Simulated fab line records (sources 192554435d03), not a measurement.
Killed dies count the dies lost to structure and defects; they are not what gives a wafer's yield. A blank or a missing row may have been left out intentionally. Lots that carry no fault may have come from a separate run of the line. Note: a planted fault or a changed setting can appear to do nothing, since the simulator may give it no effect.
Lot-split experiment	flow n5_finfet	21 wafers read across 7 lots, on a route 1938 steps long

== ON THE SPLIT ==
At N5_BEOL_M7_COAT_05 (resist thk 90 nm), the setting spin_rpm was moved away from the recipe's 1500 rpm on 11 of the 21 wafers read, by -10.1% to +9.1%. This setting was run at the recipe's value on the other wafers.

== FROM THE SPLIT TO THE READING: what the file shows between them, 4 steps ==
- N5_BEOL_M7_EBR_07
- N5_BEOL_M7_SOFTBAKE_06: time 60 s
- N5_BEOL_M7_EXPOSE_08: exposes mask M7
- N5_BEOL_M7_PEB_09: peb time 60 s

== THE READING ==
CAR-ArF_of_BEOL_M7_COAT_05.thk_nm (the simulator's own value, which no gauge read), in nm, at N5_BEOL_M7_DEVELOP_10 (develop time 30 s). The file gives no usual value for it. Across the 10 wafers here that went through the recipe, the average is 88.4 nm and the standard deviation 0.34 nm.

wafer	tool, chamber at the split	spin_rpm as run, rpm	against the recipe	CAR-ArF_of_BEOL_M7_COAT_05.thk_nm, nm	against lot-mates on the recipe
L077.2	litho_track-02, 0	1636	+9.1%	84.2	-4.0
L077.3	litho_track-02, 0	1500	recipe	88.2	-
L077.4	litho_track-02, 0	1636	+9.1%	84.4	-3.8
L076.1	litho_track-05, 0	1500	recipe	88.8	-
L076.5	litho_track-05, 0	1500	recipe	88.8	-
L076.3	litho_track-05, 0	1500	recipe	88.6	-
L080.1	litho_track-03, 0	1451	-3.3%	89.6	+1.6
L080.3	litho_track-03, 0	1451	-3.3%	89.4	+1.4
L080.6	litho_track-03, 0	1500	recipe	88	-
L085.1	litho_track-02, 0	1500	recipe	89	-
L085.3	litho_track-02, 0	1442	-3.9%	90.6	+1.6
L085.6	litho_track-02, 0	1442	-3.9%	90.6	+1.6
L088.2	litho_track-02, 0	1444	-3.7%	90	+1.8
L088.4	litho_track-02, 0	1444	-3.7%	90.4	+2.2
L088.6	litho_track-02, 0	1500	recipe	88.2	-
L093.3	litho_track-05, 0	1543	+2.9%	87	-1.0
L093.4	litho_track-05, 0	1543	+2.9%	87	-1.0
L093.6	litho_track-05, 0	1500	recipe	88	-
L095.1	litho_track-03, 0	1500	recipe	88.4	-
L095.2	litho_track-03, 0	1348	-10.1%	93.2	+4.9
L095.4	litho_track-03, 0	1500	recipe	88.2	-

THE FIT
A straight line over all 21 wafers: CAR-ArF_of_BEOL_M7_COAT_05.thk_nm changes by -0.465 nm for each +1% of spin_rpm; r = -0.99; the points scatter about the line by 0.32 nm.
The same after taking each lot's own level away (the mean of its wafers on the recipe; 21 wafers): -0.448 nm for each +1%; r = -1.00; scatter 0.18 nm.
On that fit, the largest move of spin_rpm shifts the reading by 4.5 nm.
The span of the lots' own levels, 88.00 to 89.00 nm, comes to 2.9 times the standard deviation stated above.
Consequently the slope shifts little with the lot-to-lot level, the two slopes agreeing.
Check: with one of the wafers moved furthest among these (-10.1%) left out of the fit, the line predicts +4.5 nm for it against its lot-mates. It came out at +4.9 nm against them.

== FURTHER SPLITS ON THESE WAFERS ==
Other splits were also applied to these wafers ahead of the reading. Each is held against what the fit with the lots' levels taken away leaves over:
other split on the same wafers	wafers away from the commonest value	r with CAR-ArF_of_BEOL_M7_COAT_05.thk_nm (lot level and that fit taken away)
N5_BEOL_M6_COAT_22 spin_rpm	6	+0.18

== THE WHOLE CHAIN: every reading that the file lists as answering this split, in the file's order ==
step	what it does	reading	change (the file's fit)	r (the file's)
N5_BEOL_M7_COAT_05	resist thk 90 nm	CAR-ArF_of_BEOL_M7_COAT_05.thk_nm (the simulator's own value, which no gauge read)	-0.449 nm for each +1% of the setting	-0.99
N5_BEOL_M7_DEVELOP_10	develop time 30 s	CAR-ArF_of_BEOL_M7_COAT_05.thk_nm (the simulator's own value, which no gauge read)	-0.457 nm for each +1% of the setting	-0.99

== FILE'S OWN FIT ==
CAR-ArF_of_BEOL_M7_COAT_05.thk_nm changes by -0.457 nm for each +1% of spin_rpm, r = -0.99.
